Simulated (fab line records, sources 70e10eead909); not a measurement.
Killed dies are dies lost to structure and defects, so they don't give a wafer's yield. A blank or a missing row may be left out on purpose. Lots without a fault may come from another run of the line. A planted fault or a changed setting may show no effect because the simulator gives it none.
Chamber matching | flow nand_harc | NHARC_P_M0_CMP_23 on cmp-03: 4 sister chambers
The step polishes, t overpolish 20 s, target thk 117.53 nm. 8 wafers are shown with their chamber, then 8 later ones without.

WAFERS WITH THEIR CHAMBER
wafer  | chamber | motor_current_A (A) | time_to_endpoint_s (s)
L318.2 | 1       | 14.5                | 27.5
L318.5 | 1       | 15.3                | 28.5
L319.5 | 0       | 11.1                | 29.3
L322.2 | 0       | 11.6                | 26.0
L335.1 | 2       | 12.8                | 27.0
L335.4 | 3       | 12.9                | 25.5
L335.5 | 3       | 13.0                | 25.7
L336.2 | 2       | 12.5                | 30.5

WAFERS WITHOUT THEIR CHAMBER
wafer  | motor_current_A (A) | time_to_endpoint_s (s)
L336.4 | 14.5                | 29.7
L336.6 | 12.8                | 27.9
L337.2 | 15.2                | 25.8
L337.5 | 11.1                | 27.9
L337.6 | 15.0                | 24.8
L338.1 | 14.4                | 30.4
L338.5 | 14.3                | 28.9
L338.6 | 13.1                | 30.3

WHICH CHAMBER EACH WENT THROUGH
wafer  | from the rows above     | in truth
L336.4 | 1                       | 1
L336.6 | can't be placed: 2 or 3 | 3
L337.2 | 1                       | 1
L337.5 | 0                       | 0
L337.6 | 1                       | 1
L338.1 | 1                       | 1
L338.5 | 1                       | 1
L338.6 | can't be placed: 2 or 3 | 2
Placed correctly: 6 of 8. Can't be placed from these rows: 2 (the true chamber is among the candidates in 2). Placed wrongly: 0.
How it was worked out, from the rows above alone: a wafer's distance from a chamber is the root of the sum, over the readings, of the square of ((its reading less the chamber's mean) divided by the reading's scatter). The wafer belongs to the nearest chamber; if the next one is less than 2 further off, it can't be placed. A chamber's mean is the mean of its shown wafers. The scatter: the root of (the sum of the squares of (reading less its chamber's mean) over the shown wafers, divided by (wafers less chambers)).
